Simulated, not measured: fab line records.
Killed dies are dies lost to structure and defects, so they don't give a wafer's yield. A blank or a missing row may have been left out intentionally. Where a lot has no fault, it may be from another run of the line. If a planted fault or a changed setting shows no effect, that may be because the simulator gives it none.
Split-lot experiment || flow n5 finfet || 21 wafers read from 7 lots, route of 1938 steps

SPLIT DETAILS
At N5_BEOL_M7_ETCH_62 (etches SOC in N2/H2, target depth 110 nm, overetch 22 nm, time 165 s), the setting source w was moved away from the recipe's 840 W on 10 of the 21 wafers read, by -15.8% to +17.9%. The other wafers ran this setting at the recipe's value.

The split's own step is where the reading is taken.

THE READING
rf vpp V, in V, at N5_BEOL_M7_ETCH_62 (etches SOC in N2/H2, target depth 110 nm, overetch 22 nm, time 165 s). Fault-free wafers of this fab line usually give 523.6 V, standard deviation 2.6 V.

{"wafer": "L081.1", "tool, chamber at the split": "rie diel-04, 0", "source w as run, W": 840, "against the recipe": "recipe", "rf vpp V, V": 523.4, "against lot-mates on the recipe": "-"}
{"wafer": "L081.3", "tool, chamber at the split": "rie diel-04, 1", "source w as run, W": 730.3, "against the recipe": "-13.1%", "rf vpp V, V": 545.6, "against lot-mates on the recipe": "+22.2"}
{"wafer": "L081.6", "tool, chamber at the split": "rie diel-04, 2", "source w as run, W": 730.3, "against the recipe": "-13.1%", "rf vpp V, V": 551.8, "against lot-mates on the recipe": "+28.4"}
{"wafer": "L082.1", "tool, chamber at the split": "rie diel-05, 2", "source w as run, W": 840, "against the recipe": "recipe", "rf vpp V, V": 523.5, "against lot-mates on the recipe": "-"}
{"wafer": "L082.4", "tool, chamber at the split": "rie diel-05, 0", "source w as run, W": 840, "against the recipe": "recipe", "rf vpp V, V": 523.3, "against lot-mates on the recipe": "-"}
{"wafer": "L082.5", "tool, chamber at the split": "rie diel-05, 0", "source w as run, W": 840, "against the recipe": "recipe", "rf vpp V, V": 521.8, "against lot-mates on the recipe": "-"}
{"wafer": "L084.3", "tool, chamber at the split": "rie diel-04, 0", "source w as run, W": 840, "against the recipe": "recipe", "rf vpp V, V": 523.2, "against lot-mates on the recipe": "-"}
{"wafer": "L084.4", "tool, chamber at the split": "rie diel-04, 3", "source w as run, W": 840, "against the recipe": "recipe", "rf vpp V, V": 529.6, "against lot-mates on the recipe": "-"}
{"wafer": "L084.6", "tool, chamber at the split": "rie diel-04, 1", "source w as run, W": 840, "against the recipe": "recipe", "rf vpp V, V": 520.6, "against lot-mates on the recipe": "-"}
{"wafer": "L085.1", "tool, chamber at the split": "rie diel-02, 2", "source w as run, W": 840, "against the recipe": "recipe", "rf vpp V, V": 525.4, "against lot-mates on the recipe": "-"}
{"wafer": "L085.3", "tool, chamber at the split": "rie diel-02, 1", "source w as run, W": 948.8, "against the recipe": "+13.0%", "rf vpp V, V": 507.6, "against lot-mates on the recipe": -17.8}
{"wafer": "L085.5", "tool, chamber at the split": "rie diel-02, 3", "source w as run, W": 948.8, "against the recipe": "+13.0%", "rf vpp V, V": 500.9, "against lot-mates on the recipe": -24.5}
{"wafer": "L088.4", "tool, chamber at the split": "rie diel-05, 0", "source w as run, W": 754.7, "against the recipe": "-10.2%", "rf vpp V, V": 542.4, "against lot-mates on the recipe": "+20.8"}
{"wafer": "L088.5", "tool, chamber at the split": "rie diel-05, 2", "source w as run, W": 754.7, "against the recipe": "-10.2%", "rf vpp V, V": 541.1, "against lot-mates on the recipe": "+19.5"}
{"wafer": "L088.6", "tool, chamber at the split": "rie diel-05, 1", "source w as run, W": 840, "against the recipe": "recipe", "rf vpp V, V": 521.6, "against lot-mates on the recipe": "-"}
{"wafer": "L096.1", "tool, chamber at the split": "rie diel-04, 2", "source w as run, W": 990.3, "against the recipe": "+17.9%", "rf vpp V, V": 498.5, "against lot-mates on the recipe": -29.7}
{"wafer": "L096.2", "tool, chamber at the split": "rie diel-04, 1", "source w as run, W": 990.3, "against the recipe": "+17.9%", "rf vpp V, V": 491.8, "against lot-mates on the recipe": -36.4}
{"wafer": "L096.4", "tool, chamber at the split": "rie diel-04, 3", "source w as run, W": 840, "against the recipe": "recipe", "rf vpp V, V": 528.2, "against lot-mates on the recipe": "-"}
{"wafer": "L097.1", "tool, chamber at the split": "rie diel-02, 0", "source w as run, W": 707.2, "against the recipe": "-15.8%", "rf vpp V, V": 552.7, "against lot-mates on the recipe": "+30.2"}
{"wafer": "L097.4", "tool, chamber at the split": "rie diel-02, 2", "source w as run, W": 707.2, "against the recipe": "-15.8%", "rf vpp V, V": 554.4, "against lot-mates on the recipe": "+31.9"}
{"wafer": "L097.5", "tool, chamber at the split": "rie diel-02, 0", "source w as run, W": 840, "against the recipe": "recipe", "rf vpp V, V": 522.5, "against lot-mates on the recipe": "-"}

THE FIT
A straight line over all 21 wafers: rf vpp V changes by -1.72 V for each +1% of source w; r = -0.99; the points scatter about the line by 3 V.
The same after taking each lot's own level away (the mean of its wafers on the recipe; 21 wafers): -1.86 V for each +1%; r = -0.99; scatter 2.6 V.
The reading moves by 33 V for the largest change in source w, on that fit.
Across the lots, their own levels run from 521.60 to 528.20 V, a range of 2.5 times the standard deviation given above.
The two slopes are in agreement: the lot-to-lot level therefore moves the slope only a little.
Check: -33.5 V against its lot-mates is what the line predicts for one of the wafers moved furthest among these (+17.9%) when that wafer is left out of the fit. It came out at -29.7 V against them.
Tool readings at the split's step, against how far the setting was moved: rf vpp V r = -0.99.

THE OTHER SPLITS THESE WAFERS WENT THROUGH
Before the reading, these wafers also passed through other splits. Each is held against what the fit with the lots' levels taken away leaves over:
{"other split on the same wafers": "N5_BEOL_M6_ETCH_62 time s", "wafers away from the commonest value": 4, "r with rf vpp V (lot level and that fit taken away)": -0.35}
{"other split on the same wafers": "N5_BEOL_M6_EXPOSE_25 dose mj", "wafers away from the commonest value": 8, "r with rf vpp V (lot level and that fit taken away)": "+0.32"}

THE WHOLE CHAIN: every reading that the file lists as answering this split, in the file's order
{"step": "N5_BEOL_M7_ETCH_62", "what it does": "etches SOC in N2/H2, target depth 110 nm, overetch 22 nm, time 165 s", "reading": "rf vpp V", "change (the file's fit)": "-1.87 V for each +1% of the setting", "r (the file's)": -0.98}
{"step": "N5_BEOL_M7_ETCH_62", "what it does": "etches SOC in N2/H2, target depth 110 nm, overetch 22 nm, time 165 s", "reading": "SiARC_of_BEOL_M7_COAT_60.thk nm (the simulator's own value, which no gauge read)", "change (the file's fit)": "-0.037 nm for each +1% of the setting", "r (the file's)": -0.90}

FILE'S OWN FIT
rf vpp V changes by -1.87 V for each +1% of source w, r = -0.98.
